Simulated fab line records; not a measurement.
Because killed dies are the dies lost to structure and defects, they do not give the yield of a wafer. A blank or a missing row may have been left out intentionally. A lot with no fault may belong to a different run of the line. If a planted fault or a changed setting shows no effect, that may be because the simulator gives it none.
fab line records | flow n5-finfet | part 1 of 2: steps 1 to 23 of 28
[record] lots = 5 | wafers = 15 | last-day = 17
route steps=1938 shown BEOL_M15@1783
lots that met no fault: from a run of the same line without faults
start-h: start of the lot's first displayed wafer, in hours after the record's first day | wait-h: hours since the lot's step before | " as in the row above | L1.1+2: a row that stands for several wafers | - no value, or no start given | * or withheld: withheld | < > ~ a bound
route shown NAME@n: NAME is a module with steps in the file, n the number in the route of the first one | usual: mean and standard deviation over wafers with no fault | same: alike in all rows | chamber/n: place in a boat | sites: per-site readings | _std_site: their standard deviation | _edge_site: the outer-site mean with the inner-site mean subtracted | radius-mm: for every site, how far away it sits from the centre of the wafer | mask NAME#n: copy n | behind: the most recent tool/chamber to have shaped the wafer | hold: cause of the lot's hold/its duration in hours/its outcome | device: which transistor (n, p or np) failed to switch | end of line: the tests these same wafers got at the end of their route | step lacking rows: just its recipe | killed: dies that structure and defects cost at the first sort, which is not the same as the wafer's yield | map: shows each die of a wafer: x if killed, . if not, _ if none is there
set.NAME: the setting the step ran with; set.NAME@STEP: the setting that earlier step ran with | model.NAME: the simulator's own value behind a step, which no gauge read
lots at some steps of the route; a table a step, a row a wafer
services: from which hour (start-h, from the record's first day; less than 0 if before it) a tool's chamber was out of use, for how many hours, and why
[[steps]]
[step N5_BEOL_M15_CD_MEAS_10]
[recipe] target-cd-nm = 360 | landing-energy-ev = 500 | detector = se-inlens | polarity = opening
[usual] cd-nm = 359.5/1.6
[same] landing-energy-ev = 500
lot.wafer | tool      | chamber | start-h | wait-h | cd-nm
L077.1    | cd-sem-02 | 0       | 257.35  | -      | 360.8
L077.4    | "         | 0       | "       | "      | 360.5
L077.6    | "         | 0       | "       | "      | 358.4
L084.3    | cd-sem-03 | 0       | 302.69  | -      | 357.9
L084.4    | "         | 0       | "       | "      | 358.9
L084.5    | "         | 0       | "       | "      | 357.6
L082.3    | cd-sem-01 | 0       | 306.35  | -      | 362.5
L082.4    | "         | 0       | "       | "      | 360.8
L082.5    | "         | 0       | "       | "      | 362.7
L090.1    | cd-sem-03 | 0       | 355.95  | -      | 358.8
L090.2    | "         | 0       | "       | "      | 358.2
L090.4    | "         | 0       | "       | "      | 357.6
L097.4    | cd-sem-02 | 0       | 385.44  | -      | 361.6
L097.5    | "         | 0       | "       | "      | 357.5
L097.6    | "         | 0       | "       | "      | 357.4
[step N5_BEOL_M15_OVL_MEAS_11]
[recipe] points-per-wafer = 44
[usual] V14_OVL = -2/4.6
lot.wafer | tool       | chamber | start-h | wait-h | V14_OVL[nm]
L077.1    | overlay-01 | 0       | 257.38  | 0.0    | 7
L077.4    | "          | 0       | "       | "      | -2
L077.6    | "          | 0       | "       | "      | 6
L084.3    | overlay-01 | 0       | 302.72  | 0.0    | 1
L084.4    | "          | 0       | "       | "      | 4
L084.5    | "          | 0       | "       | "      | -3
L082.3    | overlay-02 | 0       | 306.41  | 0.1    | -12
L082.4    | "          | 0       | "       | "      | -7
L082.5    | "          | 0       | "       | "      | -6
L090.1    | overlay-02 | 0       | 355.98  | 0.0    | -5
L090.2    | "          | 0       | "       | "      | -3
L090.4    | "          | 0       | "       | "      | 6
L097.4    | overlay-01 | 0       | 385.47  | 0.0    | 0
L097.5    | "          | 0       | "       | "      | -8
L097.6    | "          | 0       | "       | "      | 6
[step N5_BEOL_M15_INSPECT_12]
[recipe] mode = adi | inspect-instrument = macro
[usual] raw-defect-count = 2.0/1.5
lot.wafer | tool              | chamber | start-h | wait-h | raw-defect-count
L077.1    | defect-inspect-02 | -       | 257.61  | 0.2    | 5
L077.4    | "                 | -       | "       | "      | 1
L077.6    | "                 | -       | "       | "      | 2
L084.3    | defect-inspect-02 | -       | 302.75  | 0.0    | 1
L084.4    | "                 | -       | "       | "      | 2
L084.5    | "                 | -       | "       | "      | 1
L082.3    | defect-inspect-01 | -       | 306.43  | 0.0    | 3
L082.4    | "                 | -       | "       | "      | 1
L082.5    | "                 | -       | "       | "      | 2
L090.1    | defect-inspect-02 | -       | 356.00  | 0.0    | 0
L090.2    | "                 | -       | "       | "      | 2
L090.4    | "                 | -       | "       | "      | 1
L097.4    | defect-inspect-02 | -       | 385.50  | 0.0    | 2
L097.5    | "                 | -       | "       | "      | 1
L097.6    | "                 | -       | "       | "      | 2
[step N5_BEOL_M15_DESCUM_15]
[recipe] chemistry = O2 | time-s = 7.9 | source-power-w = 50 | bias-power-w = 20 | pressure-mtorr = 20 | rf-frequency-hz = 2.712e+07 | temp-c = 40 | o2-flow-sccm = 225
[usual] drypump-motor-current-A = 5.50/0.25 | oes-product-au = 0.82/0.091 | rf-vpp-V = 243.1/1.2 | showerhead-plenum-p-Torr = 2.09/0.068 | throttle-valve-pct = 20.37/0.23
lot.wafer | tool        | chamber | start-h | wait-h | drypump-motor-current-A | oes-product-au | rf-hours-counter-h | rf-vpp-V | showerhead-plenum-p-Torr | throttle-valve-pct
L077.1    | rie-diel-02 | 2       | 257.65  | 0.0    | 5.84                    | 0.81           | 100                | 243.9    | 2.12                     | 20.04
L077.4    | "           | 1       | "       | "      | 5.67                    | 0.80           | 83                 | 242.7    | 2.02                     | 20.47
L077.6    | "           | 2       | "       | "      | 5.81                    | 0.82           | -                  | 242.6    | 2.12                     | 20.03
L084.3    | rie-diel-02 | 0       | 302.83  | 0.1    | 5.10                    | 0.90           | 19                 | 243.2    | 2.15                     | 20.26
L084.4    | "           | 2       | "       | "      | 5.84                    | 0.80           | 115                | 243.6    | 2.11                     | 20.08
L084.5    | "           | 3       | "       | "      | 5.36                    | 0.72           | -                  | 241.0    | 1.99                     | 20.53
L082.3    | rie-diel-06 | 0       | 306.69  | 0.3    | 5.78                    | 0.95           | 7                  | 242.6    | 2.04                     | 20.25
L082.4    | "           | 2       | "       | "      | 5.41                    | 0.70           | 219                | 243.8    | 2.16                     | 20.32
L082.5    | "           | 1       | "       | "      | 5.34                    | 0.66           | -                  | 242.2    | 2.06                     | 20.63
L090.1    | rie-diel-06 | 3       | 356.04  | 0.0    | 5.88                    | 0.79           | 121                | 244.8    | 2.20                     | 20.19
L090.2    | "           | 1       | "       | "      | 5.27                    | 1.00           | 1                  | 241.6    | 2.06                     | 20.24
L090.4    | "           | 0       | "       | "      | 5.75                    | 0.91           | 22                 | 242.5    | 2.04                     | 20.26
L097.4    | rie-diel-06 | 3       | 385.78  | 0.3    | 5.86                    | 0.78           | 130                | 243.4    | 2.20                     | 20.21
L097.5    | "           | 3       | "       | "      | 5.90                    | 0.78           | -                  | 245.4    | 2.20                     | 20.21
L097.6    | "           | 2       | "       | "      | 5.42                    | 0.68           | -                  | 244.3    | 2.15                     | 20.36
[step N5_BEOL_M15_ETCH_59]
[recipe] chemistry = N2/H2 | target = BARC | target-depth-a = 890 | overetch-a = 267 | time-s = 67.9 | ion-energy-ev = 200 | pressure-mtorr = 30 | source-w = 840 | bias-w = 150 | n2-flow-sccm = 200 | h2-flow-sccm = 200
[usual] drypump-motor-current-A = 5.51/0.25 | oes-product-au = 0.70/0.071 | rf-vpp-V = 523.8/2.3 | showerhead-plenum-p-Torr = 2.54/0.078 | throttle-valve-pct = 17.77/0.22
lot.wafer | tool        | chamber | start-h | wait-h | drypump-motor-current-A | oes-product-au | rf-hours-counter-h | rf-vpp-V | showerhead-plenum-p-Torr | throttle-valve-pct
L077.1    | rie-diel-02 | 2       | 257.68  | 0.0    | 5.85                    | 0.70           | 100                | 525.5    | 2.57                     | 17.40
L077.4    | "           | 1       | "       | "      | 5.65                    | 0.69           | 83                 | 521.7    | 2.47                     | 17.85
L077.6    | "           | 2       | "       | "      | 5.84                    | 0.70           | -                  | 524.4    | 2.57                     | 17.40
L084.3    | rie-diel-02 | 0       | 302.86  | 0.0    | 5.10                    | 0.76           | 19                 | 525.1    | 2.60                     | 17.68
L084.4    | "           | 2       | "       | "      | 5.82                    | 0.69           | 115                | 523.9    | 2.56                     | 17.41
L084.5    | "           | 3       | "       | "      | 5.32                    | 0.63           | -                  | 521.2    | 2.42                     | 17.95
L082.3    | rie-diel-06 | 0       | 306.72  | 0.0    | 5.76                    | 0.81           | 7                  | 523.0    | 2.51                     | 17.74
L082.4    | "           | 2       | "       | "      | 5.44                    | 0.60           | 219                | 526.0    | 2.63                     | 17.94
L082.5    | "           | 1       | "       | "      | 5.29                    | 0.58           | -                  | 522.9    | 2.50                     | 18.08
L090.1    | rie-diel-06 | 3       | 356.07  | 0.0    | 5.89                    | 0.68           | 121                | 528.3    | 2.66                     | 17.49
L090.2    | "           | 1       | "       | "      | 5.29                    | 0.85           | 1                  | 523.2    | 2.50                     | 17.62
L090.4    | "           | 0       | "       | "      | 5.76                    | 0.77           | 22                 | 523.2    | 2.50                     | 17.75
L097.4    | rie-diel-06 | 3       | 385.81  | 0.0    | 5.92                    | 0.68           | 130                | 526.6    | 2.65                     | 17.50
L097.5    | "           | 3       | "       | "      | 5.91                    | 0.68           | -                  | 528.1    | 2.65                     | 17.50
L097.6    | "           | 2       | "       | "      | 5.44                    | 0.58           | -                  | 525.9    | 2.62                     | 18.00
[step N5_BEOL_M15_VIA_ETCH_16]
[recipe] chemistry = C4F8/O2/Ar | target = SiO2 | he-inner-torr = 15 | he-outer-torr = 30 | target-depth-a = 17922 | time-s = withheld | ion-energy-ev = 800 | pressure-mtorr = 20 | source-w = 1905 | bias-w = 2040 | Ar_flow_sccm = 400 | C4F8_flow_sccm = 16 | O2_flow_sccm = 12 | ends = cleared
[usual] drypump-motor-current-A = 5.51/0.25 | oes-product-au = 0.74/0.079 | rf-vpp-V = 2214/45 | showerhead-plenum-p-Torr = 3.43/0.11 | throttle-valve-pct = 30.78/0.3
lot.wafer | tool        | chamber | start-h | wait-h | drypump-motor-current-A | oes-product-au | rf-vpp-V | showerhead-plenum-p-Torr | throttle-valve-pct
L077.1    | rie-diel-02 | 2       | 257.73  | 0.0    | 5.85                    | 0.73           | 2287     | 3.44                     | 30.20
L077.4    | "           | 1       | "       | "      | 5.66                    | 0.73           | 2246     | 3.32                     | 30.82
L077.6    | "           | 2       | "       | "      | 5.87                    | 0.73           | 2288     | 3.45                     | 30.20
L084.3    | rie-diel-02 | 0       | 302.92  | 0.0    | 5.12                    | 0.82           | 2265     | 3.50                     | 30.58
L084.4    | "           | 2       | "       | "      | 5.86                    | 0.73           | 2286     | 3.44                     | 30.22
L084.5    | "           | 3       | "       | "      | 5.34                    | 0.66           | 2198     | 3.27                     | 30.82
L082.3    | rie-diel-06 | 0       | 306.77  | 0.0    | 5.78                    | 0.85           | 2185     | 3.41                     | 31.06
L082.4    | "           | 2       | "       | "      | 5.40                    | 0.63           | 2151     | 3.52                     | 30.56
L082.5    | "           | 1       | "       | "      | 5.32                    | 0.60           | 2247     | 3.37                     | 30.86
L090.1    | rie-diel-06 | 3       | 356.13  | 0.0    | 5.91                    | 0.72           | 2241     | 3.62                     | 30.74
L090.2    | "           | 1       | "       | "      | 5.29                    | 0.91           | 2247     | 3.37                     | 30.62
L090.4    | "           | 0       | "       | "      | 5.83                    | 0.82           | 2185     | 3.40                     | 31.10
L097.4    | rie-diel-06 | 3       | 385.86  | 0.0    | 5.92                    | 0.71           | 2242     | 3.62                     | 30.74
L097.5    | "           | 3       | "       | "      | 5.91                    | 0.71           | 2241     | 3.62                     | 30.74
L097.6    | "           | 2       | "       | "      | 5.41                    | 0.61           | 2151     | 3.50                     | 30.59
[step N5_BEOL_M15_STRIP_63]
[recipe] chemistry = O2 | power-w = 600 | temp-c = 60 | pressure-mtorr = 30 | rf-frequency-hz = 6e+07 | bias-power-w = 0 | overash-fraction = 0.3 | o2-flow-sccm = 225
[usual] drypump-motor-current-A = 5.50/0.25 | oes-product-au = 0.82/0.09 | rf-vpp-V = 3.7/0.68 | showerhead-plenum-p-Torr = 2.10/0.068 | throttle-valve-pct = 16.60/0.22
lot.wafer | tool        | chamber | start-h | wait-h | drypump-motor-current-A | oes-product-au | rf-hours-counter-h | rf-vpp-V | showerhead-plenum-p-Torr | throttle-valve-pct
L077.1    | rie-diel-02 | 2       | -       | -      | 5.82                    | 0.81           | 100                | 4.0      | 2.12                     | 16.29
L077.4    | "           | 1       | "       | "      | 5.68                    | 0.80           | 83                 | 4.1      | 2.03                     | 16.68
L077.6    | "           | 2       | "       | "      | 5.81                    | 0.82           | -                  | 3.8      | 2.12                     | 16.31
L084.3    | rie-diel-02 | 0       | -       | -      | 5.10                    | 0.91           | 19                 | 3.5      | 2.16                     | 16.45
L084.4    | "           | 2       | "       | "      | 5.88                    | 0.80           | 116                | 3.4      | 2.11                     | 16.33
L084.5    | "           | 3       | "       | "      | 5.37                    | 0.73           | -                  | 4.3      | 1.99                     | 16.80
L082.3    | rie-diel-06 | 0       | -       | -      | 5.75                    | 0.95           | 7                  | 3.8      | 2.05                     | 16.43
L082.4    | "           | 2       | "       | "      | 5.42                    | 0.69           | 219                | 3.3      | 2.16                     | 16.60
L082.5    | "           | 1       | "       | "      | 5.33                    | 0.66           | -                  | 3.9      | 2.07                     | 16.89
L090.1    | rie-diel-06 | 3       | -       | -      | 5.90                    | 0.79           | 121                | 3.7      | 2.21                     | 16.46
L090.2    | "           | 1       | "       | "      | 5.28                    | 1.00           | 1                  | 3.7      | 2.06                     | 16.43
L090.4    | "           | 0       | "       | "      | 5.79                    | 0.91           | 23                 | 3.1      | 2.04                     | 16.45
L097.4    | rie-diel-06 | 3       | -       | -      | 5.92                    | 0.79           | 130                | 3.7      | 2.20                     | 16.43
L097.5    | "           | 3       | "       | "      | 5.91                    | 0.79           | -                  | 3.4      | 2.20                     | 16.46
L097.6    | "           | 2       | "       | "      | 5.39                    | 0.68           | -                  | 3.5      | 2.16                     | 16.62
[step N5_BEOL_M15_STRIP_64]
[recipe] chemistry = O2 | power-w = 600 | temp-c = 60 | pressure-mtorr = 30 | rf-frequency-hz = 6e+07 | bias-power-w = 0 | overash-fraction = 0.3 | o2-flow-sccm = 225
[usual] drypump-motor-current-A = 5.50/0.25 | oes-product-au = 0.82/0.09 | rf-vpp-V = 3.6/0.52 | showerhead-plenum-p-Torr = 2.10/0.068 | throttle-valve-pct = 16.60/0.22
lot.wafer | tool        | chamber | start-h | wait-h | drypump-motor-current-A | oes-product-au | rf-hours-counter-h | rf-vpp-V | showerhead-plenum-p-Torr | throttle-valve-pct
L077.1    | rie-diel-02 | 2       | -       | -      | 5.86                    | 0.81           | 100                | 2.7      | 2.12                     | 16.33
L077.4    | "           | 1       | "       | "      | 5.63                    | 0.80           | 83                 | 4.3      | 2.03                     | 16.67
L077.6    | "           | 2       | "       | "      | 5.83                    | 0.81           | -                  | 3.6      | 2.12                     | 16.31
L084.3    | rie-diel-02 | 0       | -       | -      | 5.11                    | 0.91           | 19                 | 3.2      | 2.16                     | 16.47
L084.4    | "           | 2       | "       | "      | 5.83                    | 0.80           | 116                | 3.8      | 2.11                     | 16.33
L084.5    | "           | 3       | "       | "      | 5.37                    | 0.73           | -                  | 3.3      | 2.00                     | 16.78
L082.3    | rie-diel-06 | 0       | -       | -      | 5.82                    | 0.95           | 7                  | 3.9      | 2.05                     | 16.42
L082.4    | "           | 2       | "       | "      | 5.42                    | 0.70           | 219                | 3.5      | 2.16                     | 16.60
L082.5    | "           | 1       | "       | "      | 5.35                    | 0.66           | -                  | 4.4      | 2.07                     | 16.89
L090.1    | rie-diel-06 | 3       | -       | -      | 5.89                    | 0.80           | 121                | 3.2      | 2.21                     | 16.45
L090.2    | "           | 1       | "       | "      | 5.30                    | 1.01           | 1                  | 3.8      | 2.06                     | 16.44
L090.4    | "           | 0       | "       | "      | 5.78                    | 0.91           | 23                 | 3.0      | 2.04                     | 16.44
L097.4    | rie-diel-06 | 3       | -       | -      | 5.88                    | 0.79           | 130                | 4.1      | 2.20                     | 16.47
L097.5    | "           | 3       | "       | "      | 5.89                    | 0.79           | -                  | 4.0      | 2.20                     | 16.47
L097.6    | "           | 2       | "       | "      | 5.40                    | 0.68           | -                  | 3.2      | 2.16                     | 16.65
[step N5_BEOL_M15_STRIP_65]
[recipe] chemistry = post-etch-residue-remover | time-s = 60 | temp-c = 25 | remover-ph = withheld | remover-water-wt-pct = withheld | remover-fluoride-wt-pct = withheld
lot.wafer  | tool         | chamber | start-h | wait-h
L077.1+4+6 | wet-bench-01 | 6,0,2   | 258.08  | -
L084.3+4+5 | wet-bench-01 | 5,1,2   | 303.27  | -
L082.3+4+5 | wet-bench-02 | 5,7,0   | 307.13  | -
L090.1+2+4 | wet-bench-01 | 6,0,3   | 356.48  | -
L097.4+5+6 | wet-bench-02 | 7,0,4   | 386.21  | -
[step N5_BEOL_M15_SRD_66]
[recipe] time-s = 30 | temp-c = 23 | rinse-liquid = diw | dry = n2-spin | spin-rpm = 1500 | dry-time-s = 30
lot.wafer  | tool         | chamber | start-h | wait-h
L077.1+4+6 | wet-bench-01 | 6,0,2   | 258.12  | 0.0
L084.3+4+5 | wet-bench-01 | 5,1,2   | 303.29  | 0.0
L082.3+4+5 | wet-bench-02 | 5,7,0   | 307.15  | 0.0
L090.1+2+4 | wet-bench-01 | 6,0,3   | 356.50  | 0.0
L097.4+5+6 | wet-bench-02 | 7,0,4   | 386.23  | 0.0
[step N5_BEOL_M15_CD_MEAS_17]
[recipe] target-cd-nm = 360 | polarity = opening
[usual] cd-nm = 361.0/2
lot.wafer | tool      | chamber | start-h | wait-h | cd-nm
L077.1    | cd-sem-01 | -       | 258.18  | 0.0    | 361.4
L077.4    | "         | -       | "       | "      | 360.6
L077.6    | "         | -       | "       | "      | 358.9
L084.3    | cd-sem-01 | -       | 303.33  | 0.0    | 359.5
L084.4    | "         | -       | "       | "      | 359.4
L084.5    | "         | -       | "       | "      | 358.8
L082.3    | cd-sem-01 | -       | 307.19  | 0.0    | 365.2
L082.4    | "         | -       | "       | "      | 363.9
L082.5    | "         | -       | "       | "      | 364.1
L090.1    | cd-sem-02 | -       | 356.54  | 0.0    | 360.4
L090.2    | "         | -       | "       | "      | 359.9
L090.4    | "         | -       | "       | "      | 359.9
L097.4    | cd-sem-01 | -       | 386.28  | 0.0    | 362.2
L097.5    | "         | -       | "       | "      | 358.0
L097.6    | "         | -       | "       | "      | 357.2
[step N5_BEOL_M15_COAT_56]
[recipe] resist = SOC | temp-c = 250 | time-s = 60 | spin-rpm = 1500 | resist-thk-nm = 550
[usual] heater-power-total-W = 500.5/1.8
lot.wafer | tool           | chamber | start-h | wait-h | heater-power-total-W
L077.1    | litho-track-04 | 0       | 258.21  | 0.0    | 501.5
L077.4    | "              | 0       | "       | "      | 502.3
L077.6    | "              | 0       | "       | "      | 499.5
L084.3    | litho-track-05 | 0       | 303.37  | 0.0    | 498.4
L084.4    | "              | 0       | "       | "      | 497.4
L084.5    | "              | 0       | "       | "      | 499.0
L082.3    | litho-track-02 | 0       | 307.23  | 0.0    | 499.2
L082.4    | "              | 0       | "       | "      | 501.3
L082.5    | "              | 0       | "       | "      | 500.6
L090.1    | litho-track-04 | 0       | 356.57  | 0.0    | 502.1
L090.2    | "              | 0       | "       | "      | 499.2
L090.4    | "              | 0       | "       | "      | 501.0
L097.4    | litho-track-02 | 0       | 386.32  | 0.0    | 501.6
L097.5    | "              | 0       | "       | "      | 502.6
L097.6    | "              | 0       | "       | "      | 501.0
[step N5_BEOL_M15_ETCH_57]
[recipe] chemistry = N2/H2 | target = SOC | source-w = 3000 | bias-w = 350 | time-s = 750 | ion-energy-ev = 200 | pressure-mtorr = 30 | n2-flow-sccm = 200 | h2-flow-sccm = 200
[usual] drypump-motor-current-A = 5.54/0.27 | oes-product-au = 0.81/0.087 | rf-vpp-V = 523.9/2.4 | showerhead-plenum-p-Torr = 2.54/0.082 | throttle-valve-pct = 17.65/0.22
lot.wafer | tool        | chamber | start-h | wait-h | drypump-motor-current-A | oes-product-au | rf-hours-counter-h | rf-vpp-V | showerhead-plenum-p-Torr | throttle-valve-pct
L077.1    | rie-diel-06 | 0       | 258.28  | -      | 5.77                    | 0.68           | 250                | 522.1    | 2.51                     | 18.05
L077.4    | "           | 2       | "       | "      | 5.46                    | 0.72           | 201                | 525.9    | 2.64                     | 17.80
L077.6    | "           | 2       | "       | "      | 5.43                    | 0.72           | -                  | 526.3    | 2.64                     | 17.81
L084.3    | rie-diel-06 | 2       | 303.43  | -      | 5.46                    | 0.70           | 218                | 525.6    | 2.63                     | 17.82
L084.4    | "           | 3       | "       | "      | 5.93                    | 0.81           | 105                | 527.1    | 2.66                     | 17.35
L084.5    | "           | 3       | "       | "      | 5.91                    | 0.81           | -                  | 525.9    | 2.66                     | 17.35
L082.3    | rie-diel-02 | 3       | 307.29  | -      | 5.34                    | 0.72           | 196                | 521.8    | 2.42                     | 17.85
L082.4    | "           | 0       | "       | "      | 5.12                    | 0.91           | 20                 | 525.0    | 2.60                     | 17.59
L082.5    | "           | 2       | "       | "      | 5.83                    | 0.79           | -                  | 524.5    | 2.56                     | 17.32
L090.1    | rie-diel-06 | 2       | 356.64  | -      | 5.41                    | 0.68           | 237                | 526.1    | 2.62                     | 17.85
L090.2    | "           | 0       | "       | "      | 5.77                    | 0.92           | 23                 | 521.5    | 2.50                     | 17.66
L090.4    | "           | 1       | "       | "      | 5.29                    | 1.02           | 1                  | 523.7    | 2.50                     | 17.53
L097.4    | rie-diel-01 | 1       | 386.49  | -      | 5.49                    | 0.87           | 57                 | 525.6    | 2.58                     | 17.36
L097.5    | "           | 1       | "       | "      | 5.49                    | 0.87           | -                  | 523.6    | 2.58                     | 17.34
L097.6    | "           | 0       | "       | "      | 5.44                    | 0.72           | -                  | 520.6    | 2.41                     | 17.92
[step N5_BEOL_M15_COAT_60]
[recipe] resist = BARC | temp-c = 205 | time-s = 60 | spin-rpm = 1500 | resist-thk-nm = 89
[usual] heater-power-total-W = 391.7/1.2
lot.wafer | tool           | chamber | start-h | wait-h | heater-power-total-W
L077.1    | litho-track-04 | 0       | 258.78  | 0.3    | 390.2
L077.4    | "              | 0       | "       | "      | 391.7
L077.6    | "              | 0       | "       | "      | 393.3
L084.3    | litho-track-05 | 0       | 303.93  | 0.3    | 393.2
L084.4    | "              | 0       | "       | "      | 390.5
L084.5    | "              | 0       | "       | "      | 392.2
L082.3    | litho-track-02 | 0       | 307.79  | 0.3    | 391.8
L082.4    | "              | 0       | "       | "      | 390.2
L082.5    | "              | 0       | "       | "      | 391.7
L090.1    | litho-track-05 | 0       | 357.14  | 0.3    | 393.7
L090.2    | "              | 0       | "       | "      | 390.5
L090.4    | "              | 0       | "       | "      | 392.0
L097.4    | litho-track-04 | 0       | 387.00  | 0.3    | 392.1
L097.5    | "              | 0       | "       | "      | 393.6
L097.6    | "              | 0       | "       | "      | 394.0
[step N5_BEOL_M15_COAT_22]
[recipe] spin-rpm = 1704 | resist-thk-nm = 800
lot.wafer  | tool           | chamber | start-h | wait-h
L077.1+4+6 | litho-track-04 | 0       | -       | -
L084.3+4+5 | litho-track-05 | 0       | -       | -
L082.3+4+5 | litho-track-02 | 0       | -       | -
L090.1+2+4 | litho-track-05 | 0       | -       | -
L097.4+5+6 | litho-track-04 | 0       | -       | -
[step N5_BEOL_M15_EBR_24]
[recipe] solvent = PGMEA | ebr-width-mm = 1.5
lot.wafer  | tool           | chamber | start-h | wait-h
L077.1+4+6 | litho-track-04 | 0       | -       | -
L084.3+4+5 | litho-track-05 | 0       | -       | -
L082.3+4+5 | litho-track-02 | 0       | -       | -
L090.1+2+4 | litho-track-05 | 0       | -       | -
L097.4+5+6 | litho-track-04 | 0       | -       | -
[step N5_BEOL_M15_SOFTBAKE_23]
[recipe] temp-c = 130 | time-s = 60
[usual] heater-power-total-W = 218.9/1.6
lot.wafer | tool           | chamber | start-h | wait-h | heater-power-total-W
L077.1    | litho-track-04 | 0       | -       | -      | 220.9
L077.4    | "              | 0       | "       | "      | 220.6
L077.6    | "              | 0       | "       | "      | 217.0
L084.3    | litho-track-05 | 0       | -       | -      | 219.4
L084.4    | "              | 0       | "       | "      | 217.0
L084.5    | "              | 0       | "       | "      | 219.8
L082.3    | litho-track-02 | 0       | -       | -      | 218.5
L082.4    | "              | 0       | "       | "      | 218.2
L082.5    | "              | 0       | "       | "      | 216.6
L090.1    | litho-track-05 | 0       | -       | -      | 221.1
L090.2    | "              | 0       | "       | "      | 220.5
L090.4    | "              | 0       | "       | "      | 216.5
L097.4    | litho-track-04 | 0       | -       | -      | 220.8
L097.5    | "              | 0       | "       | "      | 220.7
L097.6    | "              | 0       | "       | "      | 219.1
[step N5_BEOL_M15_EXPOSE_25]
[recipe] mask-id = M15 | na = 0.8 | source-shape = annular | sigma-inner = 0.5 | sigma-outer = 0.8 | polarization = unpolarized | target-cd-nm = 400 | dose-mj = 35.5
[same] sigma-outer = 0.8
lot.wafer  | tool           | chamber | start-h | wait-h | mask
L077.1+4+6 | krf-scanner-02 | 0       | 259.01  | -      | M15#0
L084.3+4+5 | krf-scanner-01 | 0       | 304.17  | -      | M15#0
L082.3+4+5 | krf-scanner-01 | 0       | 307.90  | -      | M15#0
L090.1+2+4 | krf-scanner-01 | 0       | 357.24  | -      | M15#0
L097.4+5+6 | krf-scanner-01 | 0       | 387.24  | -      | M15#0
[step N5_BEOL_M15_PEB_26]
[recipe] peb-temp-c = 130 | peb-time-s = 90
[usual] heater-power-total-W = 172.5/0.77
lot.wafer | tool           | chamber | start-h | wait-h | heater-power-total-W
L077.1    | litho-track-05 | 0       | 259.06  | 0.1    | 172.3
L077.4    | "              | 0       | "       | "      | 171.6
L077.6    | "              | 0       | "       | "      | 173.6
L084.3    | litho-track-05 | 0       | 304.21  | 0.0    | 171.7
L084.4    | "              | 0       | "       | "      | 173.2
L084.5    | "              | 0       | "       | "      | 173.1
L082.3    | litho-track-02 | 0       | 307.95  | 0.0    | 172.4
L082.4    | "              | 0       | "       | "      | 173.2
L082.5    | "              | 0       | "       | "      | 170.9
L090.1    | litho-track-05 | 0       | 357.29  | 0.1    | 173.1
L090.2    | "              | 0       | "       | "      | 172.7
L090.4    | "              | 0       | "       | "      | 172.3
L097.4    | litho-track-05 | 0       | 387.28  | 0.0    | 172.7
L097.5    | "              | 0       | "       | "      | 171.5
L097.6    | "              | 0       | "       | "      | 172.1
[step N5_BEOL_M15_DEVELOP_27]
[recipe] develop-time-s = 45 | rinse-liquid = diw | dry = air-spin | dev-temp-c = 21
lot.wafer  | tool           | chamber | start-h | wait-h
L077.1+4+6 | litho-track-05 | 0       | -       | -
L084.3+4+5 | litho-track-05 | 0       | -       | -
L082.3+4+5 | litho-track-02 | 0       | -       | -
L090.1+2+4 | litho-track-05 | 0       | -       | -
L097.4+5+6 | litho-track-05 | 0       | -       | -
[step N5_BEOL_M15_HARDBAKE_32]
[recipe] temp-c = 130 | time-s = 120
[usual] heater-power-total-W = 148.1/0.88
lot.wafer | tool           | chamber | start-h | wait-h | heater-power-total-W
L077.1    | litho-track-05 | 0       | -       | -      | 149.1
L077.4    | "              | 0       | "       | "      | 149.0
L077.6    | "              | 0       | "       | "      | 148.1
L084.3    | litho-track-05 | 0       | -       | -      | 148.9
L084.4    | "              | 0       | "       | "      | 147.2
L084.5    | "              | 0       | "       | "      | 149.2
L082.3    | litho-track-02 | 0       | -       | -      | 149.1
L082.4    | "              | 0       | "       | "      | 148.9
L082.5    | "              | 0       | "       | "      | 147.9
L090.1    | litho-track-05 | 0       | -       | -      | 148.0
L090.2    | "              | 0       | "       | "      | 147.1
L090.4    | "              | 0       | "       | "      | 148.8
L097.4    | litho-track-05 | 0       | -       | -      | 148.5
L097.5    | "              | 0       | "       | "      | 149.4
L097.6    | "              | 0       | "       | "      | 148.2
[step N5_BEOL_M15_CD_MEAS_28]
[recipe] target-cd-nm = 407.6 | landing-energy-ev = 500 | detector = se-inlens
[usual] cd-nm = 407.7/1.4
[same] landing-energy-ev = 500
lot.wafer | tool      | chamber | start-h | wait-h | cd-nm
L077.1    | cd-sem-01 | 0       | 259.18  | -      | 407.9
L077.4    | "         | 0       | "       | "      | 407.0
L077.6    | "         | 0       | "       | "      | 409.8
L084.3    | cd-sem-02 | 0       | 304.33  | -      | 406.5
L084.4    | "         | 0       | "       | "      | 406.5
L084.5    | "         | 0       | "       | "      | 406.0
L082.3    | cd-sem-03 | 0       | 308.06  | -      | 409.1
L082.4    | "         | 0       | "       | "      | 408.2
L082.5    | "         | 0       | "       | "      | 408.1
L090.1    | cd-sem-02 | 0       | 357.41  | -      | 408.9
L090.2    | "         | 0       | "       | "      | 407.1
L090.4    | "         | 0       | "       | "      | 408.4
L097.4    | cd-sem-02 | 0       | 387.39  | -      | 408.2
L097.5    | "         | 0       | "       | "      | 408.3
L097.6    | "         | 0       | "       | "      | 408.0
[step N5_BEOL_M15_OVL_MEAS_29]
[recipe] points-per-wafer = 44
[usual] M15_OVL = 0/6.6
lot.wafer | tool       | chamber | start-h | wait-h | M15_OVL[nm]
L077.1    | overlay-01 | 0       | 259.21  | 0.0    | -2
L077.4    | "          | 0       | "       | "      | -7
L077.6    | "          | 0       | "       | "      | -8
L084.3    | overlay-01 | 0       | 304.36  | 0.0    | -2
L084.4    | "          | 0       | "       | "      | -9
L084.5    | "          | 0       | "       | "      | -6
L082.3    | overlay-02 | 0       | 308.09  | 0.0    | 2
L082.4    | "          | 0       | "       | "      | 0
L082.5    | "          | 0       | "       | "      | -2
L090.1    | overlay-01 | 0       | 357.44  | 0.0    | 0
L090.2    | "          | 0       | "       | "      | -3
L090.4    | "          | 0       | "       | "      | 4
L097.4    | overlay-01 | 0       | 387.42  | 0.0    | -8
L097.5    | "          | 0       | "       | "      | -12
L097.6    | "          | 0       | "       | "      | -13
